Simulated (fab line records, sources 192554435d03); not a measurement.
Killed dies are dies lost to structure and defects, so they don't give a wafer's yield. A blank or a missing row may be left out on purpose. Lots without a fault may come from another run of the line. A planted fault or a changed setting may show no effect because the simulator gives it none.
Split-lot experiment | flow n5_finfet | 7 lots, 21 wafers read, on a route of 1938 steps

THE SPLIT
At N5_HKMG_FIN_DESCUM_53 (chemistry O2, time 7.9 s), the setting time_s was moved away from the recipe's 7.9 s on 7 of the 21 wafers read, by +6.8% to +20.7%. The other wafers ran this setting at the recipe's value.

The file shows no step between the split and the reading.

THE READING
CAR-ArF_of_HKMG_FIN_COAT_43.thk_nm (the simulator's own value, which no gauge read), in nm, at N5_HKMG_FIN_ETCH_54 (etches SiARC in CF4, target depth 45.5 nm, time 75.8 s). The file gives no usual value for it. The 14 wafers here that ran the recipe average 51.1 nm, standard deviation 0.28 nm.

wafer  | tool, chamber at the split | time_s as run, s | against the recipe | CAR-ArF_of_HKMG_FIN_COAT_43.thk_nm, nm | against lot-mates on the recipe
L076.1 | rie_diel-01, 1,3           | 7.9              | recipe             | 51                                     | -
L076.2 | rie_diel-01, 3             | 7.9              | recipe             | 50.6                                   | -
L076.6 | rie_diel-01, 1,3           | 7.9              | recipe             | 50.8                                   | -
L078.1 | rie_diel-01, 3             | 7.9              | recipe             | 51.6                                   | -
L078.4 | rie_diel-01, 3             | 7.9              | recipe             | 51.2                                   | -
L078.5 | rie_diel-01, 0             | 7.9              | recipe             | 51.2                                   | -
L081.3 | rie_diel-01, 1,3           | 7.9              | recipe             | 51                                     | -
L081.4 | rie_diel-01, 2             | 7.9              | recipe             | 51.2                                   | -
L081.6 | rie_diel-01, 1,3           | 7.9              | recipe             | 51.2                                   | -
L084.1 | rie_diel-02, 2             | 7.9              | recipe             | 50.6                                   | -
L084.4 | rie_diel-02, 0             | 8.438            | +6.8%              | 50.6                                   | +0.0
L084.6 | rie_diel-02, 0             | 8.438            | +6.8%              | 50.4                                   | -0.2
L085.2 | rie_diel-02, 1,2           | 7.9              | recipe             | 51.2                                   | -
L085.5 | rie_diel-02, 1             | 9.533            | +20.7%             | 50.2                                   | -1.0
L085.6 | rie_diel-02, 1,2           | 7.9              | recipe             | 51.2                                   | -
L088.1 | rie_diel-01, 2             | 8.796            | +11.3%             | 50.4                                   | -1.0
L088.5 | rie_diel-01, 2             | 7.9              | recipe             | 51.4                                   | -
L088.6 | rie_diel-01, 1             | 8.796            | +11.3%             | 50.2                                   | -1.2
L090.1 | rie_diel-01, 0             | 8.897            | +12.6%             | 50                                     | -0.8
L090.2 | rie_diel-01, 3             | 7.9              | recipe             | 50.8                                   | -
L090.5 | rie_diel-01, 1             | 8.897            | +12.6%             | 50.2                                   | -0.6
Where a row lists several chambers, the file gives one row for several wafers and doesn't say which wafer went through which chamber.

THE FIT
A straight line over all 21 wafers: CAR-ArF_of_HKMG_FIN_COAT_43.thk_nm changes by -0.0598 nm for each +1% of time_s; r = -0.81; the points scatter about the line by 0.27 nm.
The same after taking each lot's own level away (the mean of its wafers on the recipe; 21 wafers): -0.0593 nm for each +1%; r = -0.87; scatter 0.22 nm.
On that fit, the largest move of time_s shifts the reading by 1.2 nm.
The lots' own levels span 50.60 to 51.40 nm, that is 2.9 times the standard deviation above.
So the lot-to-lot level changes the slope little: the two slopes agree.
Check: with one of the wafers moved furthest among these (+20.7%) left out of the fit, the line predicts -1.38 nm for it against its lot-mates. It came out at -1 nm against them.

OTHER SPLITS ON THESE WAFERS
These wafers also went through other splits before the reading. Each is held against what the fit with the lots' levels taken away leaves over:
other split on the same wafers | wafers away from the commonest value | r with CAR-ArF_of_HKMG_FIN_COAT_43.thk_nm (lot level and that fit taken away)
N5_FIN_SAQP_PECVD_48 time_s    | 12                                   | +0.50
N5_FIN_SAQP_COAT_10 spin_rpm   | 7                                    | +0.32
N5_SD_EPI_N_EPI_21 time_s      | 10                                   | -0.35
N5_SDB_COAT_04 spin_rpm        | 10                                   | -0.09

THE WHOLE CHAIN: every reading that the file lists as answering this split, in the file's order
step                  | what it does                                           | reading                                                                             | change (the file's fit)                | r (the file's)
N5_HKMG_FIN_DESCUM_53 | chemistry O2, time 7.9 s                               | CAR-ArF_of_HKMG_FIN_COAT_43.thk_nm (the simulator's own value, which no gauge read) | -0.0551 nm for each +1% of the setting | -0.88
N5_HKMG_FIN_ETCH_54   | etches SiARC in CF4, target depth 45.5 nm, time 75.8 s | CAR-ArF_of_HKMG_FIN_COAT_43.thk_nm (the simulator's own value, which no gauge read) | -0.056 nm for each +1% of the setting  | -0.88

THE FILE'S OWN FIT
CAR-ArF_of_HKMG_FIN_COAT_43.thk_nm changes by -0.056 nm for each +1% of time_s, r = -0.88.
